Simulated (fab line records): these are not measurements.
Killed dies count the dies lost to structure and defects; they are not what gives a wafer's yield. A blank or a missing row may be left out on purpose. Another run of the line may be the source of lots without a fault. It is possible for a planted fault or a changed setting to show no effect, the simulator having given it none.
Split-lot study || flow n5Finfet || route with 1938 steps; 7 lots, 21 wafers read

ABOUT THE SPLIT
At N5_BEOL_M4_ILD_DEP_00 (deposits SiOC from DEMS/O2, target thk 79 nm, time 15.3 s), the setting timeS was moved away from the recipe's 15.3 s on 10 of the 21 wafers read, by -12.7% to +11.6%. The other wafers ran this setting at the recipe's value.

Split to reading: the file shows no intervening step.

THE READING
At N5_BEOL_M4_THK_MEAS_01: M4_ILD_THK, given in nm. On this fab line, fault-free wafers typically give 79.1 nm with a standard deviation of 1 nm.

{"wafer": "L077.2", "tool, chamber at the split": "pecvd-01, 0", "timeS as run, s": 15.3, "against the recipe": "recipe", "M4_ILD_THK, nm": 77.6, "against lot-mates on the recipe": "-"}
{"wafer": "L077.3", "tool, chamber at the split": "pecvd-01, 1", "timeS as run, s": 15.3, "against the recipe": "recipe", "M4_ILD_THK, nm": 79.4, "against lot-mates on the recipe": "-"}
{"wafer": "L077.6", "tool, chamber at the split": "pecvd-01, 0", "timeS as run, s": 15.3, "against the recipe": "recipe", "M4_ILD_THK, nm": 79.2, "against lot-mates on the recipe": "-"}
{"wafer": "L081.1", "tool, chamber at the split": "pecvd-01, 0", "timeS as run, s": 15.3, "against the recipe": "recipe", "M4_ILD_THK, nm": 78.4, "against lot-mates on the recipe": "-"}
{"wafer": "L081.4", "tool, chamber at the split": "pecvd-01, 0", "timeS as run, s": 15.3, "against the recipe": "recipe", "M4_ILD_THK, nm": 80.5, "against lot-mates on the recipe": "-"}
{"wafer": "L081.5", "tool, chamber at the split": "pecvd-01, 2", "timeS as run, s": 15.3, "against the recipe": "recipe", "M4_ILD_THK, nm": 79.2, "against lot-mates on the recipe": "-"}
{"wafer": "L082.1", "tool, chamber at the split": "pecvd-01, 0", "timeS as run, s": 14.55, "against the recipe": "-4.9%", "M4_ILD_THK, nm": 74.4, "against lot-mates on the recipe": -4.0}
{"wafer": "L082.5", "tool, chamber at the split": "pecvd-01, 0", "timeS as run, s": 14.55, "against the recipe": "-4.9%", "M4_ILD_THK, nm": 75.3, "against lot-mates on the recipe": -3.1}
{"wafer": "L082.6", "tool, chamber at the split": "pecvd-01, 2", "timeS as run, s": 15.3, "against the recipe": "recipe", "M4_ILD_THK, nm": 78.4, "against lot-mates on the recipe": "-"}
{"wafer": "L089.1", "tool, chamber at the split": "pecvd-03, 2", "timeS as run, s": 13.35, "against the recipe": "-12.7%", "M4_ILD_THK, nm": 68.8, "against lot-mates on the recipe": -10.3}
{"wafer": "L089.3", "tool, chamber at the split": "pecvd-03, 2", "timeS as run, s": 15.3, "against the recipe": "recipe", "M4_ILD_THK, nm": 79.1, "against lot-mates on the recipe": "-"}
{"wafer": "L089.5", "tool, chamber at the split": "pecvd-03, 2", "timeS as run, s": 13.35, "against the recipe": "-12.7%", "M4_ILD_THK, nm": 70.6, "against lot-mates on the recipe": -8.5}
{"wafer": "L087.1", "tool, chamber at the split": "pecvd-03, 1", "timeS as run, s": 15.3, "against the recipe": "recipe", "M4_ILD_THK, nm": 78.4, "against lot-mates on the recipe": "-"}
{"wafer": "L087.4", "tool, chamber at the split": "pecvd-03, 2", "timeS as run, s": 17.08, "against the recipe": "+11.6%", "M4_ILD_THK, nm": 88.8, "against lot-mates on the recipe": "+10.4"}
{"wafer": "L087.5", "tool, chamber at the split": "pecvd-03, 1", "timeS as run, s": 17.08, "against the recipe": "+11.6%", "M4_ILD_THK, nm": 89.0, "against lot-mates on the recipe": "+10.6"}
{"wafer": "L091.1", "tool, chamber at the split": "pecvd-03, 1", "timeS as run, s": 16.78, "against the recipe": "+9.7%", "M4_ILD_THK, nm": 85.9, "against lot-mates on the recipe": "+5.6"}
{"wafer": "L091.2", "tool, chamber at the split": "pecvd-03, 0", "timeS as run, s": 16.78, "against the recipe": "+9.7%", "M4_ILD_THK, nm": 86.3, "against lot-mates on the recipe": "+6.0"}
{"wafer": "L091.6", "tool, chamber at the split": "pecvd-03, 0", "timeS as run, s": 15.3, "against the recipe": "recipe", "M4_ILD_THK, nm": 80.3, "against lot-mates on the recipe": "-"}
{"wafer": "L096.1", "tool, chamber at the split": "pecvd-01, 0", "timeS as run, s": 14.12, "against the recipe": "-7.7%", "M4_ILD_THK, nm": 71.5, "against lot-mates on the recipe": -7.4}
{"wafer": "L096.4", "tool, chamber at the split": "pecvd-01, 1", "timeS as run, s": 14.12, "against the recipe": "-7.7%", "M4_ILD_THK, nm": 74.4, "against lot-mates on the recipe": -4.5}
{"wafer": "L096.5", "tool, chamber at the split": "pecvd-01, 2", "timeS as run, s": 15.3, "against the recipe": "recipe", "M4_ILD_THK, nm": 78.9, "against lot-mates on the recipe": "-"}

THE FIT
A straight line over all 21 wafers: M4_ILD_THK changes by +0.779 nm for each +1% of timeS; r = +0.99; the points scatter about the line by 0.92 nm.
The same after taking each lot's own level away (the mean of its wafers on the recipe; 21 wafers): +0.761 nm for each +1%; r = +0.98; scatter 1.1 nm.
On that fit, the largest move of timeS shifts the reading by 9.7 nm.
The span of the lots' own levels, 78.40 to 80.30 nm, comes to 1.9 times the standard deviation stated above.
The two slopes agree, so the slope changes little with the lot-to-lot level.
Check: for one of the wafers moved furthest among these (-12.7%), held out of the fit, the line's prediction against its lot-mates is -9.49 nm. Against them it came out at -10.3 nm.

OTHER SPLITS ON THESE WAFERS
Before the reading, these wafers also passed through other splits. Each is held against what the fit with the lots' levels taken away leaves over:
{"other split on the same wafers": "N5_BEOL_M0_SAQP_PECVD_04 timeS", "wafers away from the commonest value": 7, "r with M4_ILD_THK (lot level and that fit taken away)": -0.03}
{"other split on the same wafers": "N5_BEOL_M0_SAQP_HM_DEP_111 timeS", "wafers away from the commonest value": 6, "r with M4_ILD_THK (lot level and that fit taken away)": "+0.42"}
{"other split on the same wafers": "N5_BEOL_M0_SAQP_SPACER2_ALD_26 targetThkA", "wafers away from the commonest value": 6, "r with M4_ILD_THK (lot level and that fit taken away)": "+0.17"}
{"other split on the same wafers": "N5_BEOL_M0_SAQP_COAT_87 tempC", "wafers away from the commonest value": 9, "r with M4_ILD_THK (lot level and that fit taken away)": "+0.08"}
{"other split on the same wafers": "N5_BEOL_M2_EXPOSE_25 doseMj", "wafers away from the commonest value": 8, "r with M4_ILD_THK (lot level and that fit taken away)": "+0.17"}
{"other split on the same wafers": "N5_BEOL_M2_ETCH_69 biasW", "wafers away from the commonest value": 11, "r with M4_ILD_THK (lot level and that fit taken away)": -0.01}
{"other split on the same wafers": "N5_BEOL_M3_EXPOSE_25 doseMj", "wafers away from the commonest value": 9, "r with M4_ILD_THK (lot level and that fit taken away)": "+0.19"}

THE WHOLE CHAIN: every reading that the file lists as answering this split, in the file's order
{"step": "N5_BEOL_M4_ILD_DEP_00", "what it does": "deposits SiOC from DEMS/O2, target thk 79 nm, time 15.3 s", "reading": "SiOC_of_BEOL_M4_ILD_DEP_00.thkNm (the simulator's own value, which no gauge read)", "change (the file's fit)": "+0.754 nm for each +1% of the setting", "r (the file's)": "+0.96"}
{"step": "N5_BEOL_M4_THK_MEAS_01", "what it does": "", "reading": "M4_ILD_THK", "change (the file's fit)": "+0.76 for each +1% of the setting", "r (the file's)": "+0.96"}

FILE'S OWN FIT
M4_ILD_THK changes by +0.76 nm for each +1% of timeS, r = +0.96.
